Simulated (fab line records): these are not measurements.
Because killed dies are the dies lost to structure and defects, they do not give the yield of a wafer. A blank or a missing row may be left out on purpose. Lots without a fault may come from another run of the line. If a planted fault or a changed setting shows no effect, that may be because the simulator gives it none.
Chamber matching | flow nandHarc | NHARC_P_GATE_PRECLEAN_99 on wetBench-05: 7 sister chambers
The step cleans in SC1. 7 wafers are shown with their chamber, then 7 later ones without.

WAFERS PAIRED WITH THEIR CHAMBERS
wafer  | chamber | bathHeatDutyPct (%)
L921.6 | 5       | 7.4
L923.2 | 7       | 6.9
L924.1 | 0       | 6.9
L924.4 | 6       | 7.1
L924.5 | 4       | 6.4
L930.3 | 1       | 5.4
L930.5 | 3       | 7.9

WAFERS WITH NO CHAMBER GIVEN
wafer  | bathHeatDutyPct (%)
L930.6 | 6.5
L940.1 | 6.3
L940.2 | 7.0
L940.3 | 6.5
L941.1 | 6.6
L941.5 | 6.7
L941.6 | 6.0

WHICH CHAMBER EACH WENT THROUGH
wafer  | from the rows above               | in truth
L930.6 | can't be placed: 4 or 0 or 7      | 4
L940.1 | 4                                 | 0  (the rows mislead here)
L940.2 | can't be placed: 0 or 6 or 7 or 5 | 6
L940.3 | can't be placed: 4 or 0 or 7      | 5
L941.1 | can't be placed: 4 or 0 or 7 or 6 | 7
L941.5 | can't be placed: 0 or 7 or 4 or 6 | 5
L941.6 | can't be placed: 4 or 1           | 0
Correctly placed: 0 of 7. Can't be placed from these rows: 6 (the true chamber is among the candidates in 3). Wrongly placed: 1.
How it was worked out, from the rows above alone: a wafer's distance from a chamber is the root of the sum, over the readings, of the square of ((its reading less the chamber's mean) divided by the reading's scatter). The wafer belongs to the nearest chamber; if the next one is less than 2 further off, it can't be placed. Each chamber's mean is taken over the wafers shown for it. The scatter (one wafer shown for each chamber): square how far every hidden wafer sits from the nearest shown wafer, average those squares and take the square root.
